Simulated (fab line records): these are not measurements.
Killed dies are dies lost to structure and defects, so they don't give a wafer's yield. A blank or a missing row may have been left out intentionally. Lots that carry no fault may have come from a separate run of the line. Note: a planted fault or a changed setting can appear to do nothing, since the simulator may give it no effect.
Chamber matching | flow n5Finfet | 3 sister chambers for N5_BEOL_M10_ILD_DEP_00 on pecvd-01
The step deposits SiCOH lowk from DEMS/porogen, target thk 308.51 nm, time 58 s. 14 wafers are shown with their chamber, then 7 later ones without.

WAFERS, EACH WITH ITS CHAMBER
wafer  | chamber | throttleValvePct (%) | showerheadPlenumPTorr (Torr) | heaterPowerW (W)
L077.2 | 2       | 12.8                 | 5.683                        | 284
L077.4 | 0       | 13.9                 | 5.763                        | 348
L077.5 | 2       | 12.6                 | 5.714                        | 303
L079.1 | 0       | 13.7                 | 5.738                        | 345
L079.2 | 2       | 12.7                 | 5.691                        | 356
L079.6 | 2       | 12.8                 | 5.709                        | 367
L080.1 | 0       | 14.2                 | 5.755                        | 346
L080.2 | 1       | 13.5                 | 5.745                        | 273
L080.5 | 1       | 13.5                 | 5.728                        | 283
L083.2 | 1       | 13.5                 | 5.728                        | 263
L083.3 | 2       | 12.7                 | 5.689                        | 355
L083.6 | 1       | 13.7                 | 5.736                        | 277
L087.3 | 0       | 13.8                 | 5.759                        | 354
L087.4 | 2       | 12.9                 | 5.710                        | 338

SIGNATURES (means of the wafers above)
reading               | chamber 0 | chamber 1 | chamber 2 | scatter within a chamber
throttleValvePct      | 13.900    | 13.550    | 12.750    | 0.143
showerheadPlenumPTorr | 5.75375   | 5.73425   | 5.69933   | 0.0114
heaterPowerW          | 348.25    | 274.00    | 333.83    | 22.9
Rule: a wafer lies at a distance from a chamber equal to the root of the sum of squares, over the readings, of (its reading less the chamber's mean, divided by the reading's scatter). The wafer belongs to the nearest chamber; if the next one is less than 2 further off, it can't be placed. The scatter is the square root of a quotient: the sum, over the shown wafers, of each reading's squared deviation from its chamber's mean, divided by wafers minus chambers.

WAFERS WHOSE CHAMBER IS MISSING
wafer  | throttleValvePct (%) | showerheadPlenumPTorr (Torr) | heaterPowerW (W)
L087.6 | 13.7                 | 5.746                        | 286
L092.3 | 12.7                 | 5.705                        | 321
L092.5 | 13.4                 | 5.735                        | 274
L092.6 | 13.1                 | 5.715                        | 320
L094.1 | 13.2                 | 5.747                        | 251
L094.5 | 13.0                 | 5.704                        | 339
L094.6 | 13.5                 | 5.726                        | 255

EACH ONE'S CHAMBER
wafer  | from the rows above     | in truth
L087.6 | can't be placed: 1 or 0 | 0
L092.3 | 2                       | 2
L092.5 | 1                       | 1
L092.6 | can't be placed: 2 or 1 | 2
L094.1 | 1                       | 1
L094.5 | 2                       | 2
L094.6 | 1                       | 1
Placed correctly: 5 of 7. Unplaceable from these rows: 2, with the true chamber sitting among the candidates in 2. Wrongly placed: 0.
